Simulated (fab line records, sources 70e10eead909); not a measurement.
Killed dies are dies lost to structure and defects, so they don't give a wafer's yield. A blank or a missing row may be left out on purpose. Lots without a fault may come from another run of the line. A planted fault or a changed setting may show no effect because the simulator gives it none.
Which tool did it? | flow nand_harc | 12 lots, 36 wafers sampled, at 2 steps of a route of 1302

WHAT THE GAUGES READ, wafer by wafer
NHARC_A_CHANNEL_HOLE_D2_CD_MEAS_18.
lot  | measured     | on        | cd_nm (nm)
L075 | day 13 12:46 | cd_sem-03 | 102 103 93
L078 | day 14 18:26 | cd_sem-01 | 93 98 97
L079 | day 14 22:17 | cd_sem-03 | 99 99 98
L081 | day 16 13:11 | cd_sem-03 | 100 92 99
L083 | day 17 06:08 | cd_sem-01 | 102 94 108
L085 | day 17 17:00 | cd_sem-02 | 97 97 94
L088 | day 19 03:50 | cd_sem-02 | 102 101 106
L089 | day 19 17:11 | cd_sem-01 | 103 103 102
L090 | day 19 19:05 | cd_sem-03 | 97 92 105
L093 | day 20 23:20 | cd_sem-03 | 99 95 96
L096 | day 21 23:58 | cd_sem-03 | 101 105 99
L097 | day 23 00:34 | cd_sem-01 | 93 93 99

WHICH TOOL RAN EACH LOT (tool, then ch and the chambers of the sampled wafers, then the start)
lot  | NHARC_A_CHANNEL_HOLE_D2_DESCUM_15
L075 | rie_diel-04 ch 0,1,3, day 13 11:40
L078 | rie_diel-03 ch 1,3, day 14 17:20
L079 | rie_diel-01 ch 2,3, day 14 20:59
L081 | rie_diel-04 ch 0,1,3, day 16 12:04
L083 | rie_diel-03 ch 1,2, day 17 05:00
L085 | rie_diel-03 ch 0,1,3, day 17 15:53
L088 | rie_diel-01 ch 0,1,3, day 19 02:43
L089 | rie_diel-01 ch 0,2, day 19 16:06
L090 | rie_diel-03 ch 0,2,3, day 19 18:00
L093 | rie_diel-03 ch 0,1,3, day 20 22:14
L096 | rie_diel-04 ch 0,1,2, day 21 22:52
L097 | rie_diel-03 ch 0,1,2, day 22 23:28
- NHARC_A_CHANNEL_HOLE_D2_DESCUM_15: chemistry O2, time 3 s.

THE ANSWER, worked out from the rows above alone
Rule: what is usual is taken from the lots themselves. Put in order of their means at a reading, lots are off if they are a third of the lots or fewer, leave a main group of 4 or more, and stand apart from it by a gap of 3 or more times the standard deviation of the main group's means; of several such gaps the widest counts. A main group whose means are all the same, to the digits that the tables above print for the reading, isn't used. A lot without any number at a reading at which 4 lots or more have one is off too. The other lots that the step has rows for count as sound.
No lot is off at any reading shown: from this, nothing can be told.

WHAT THE SIMULATOR HAD PUT IN
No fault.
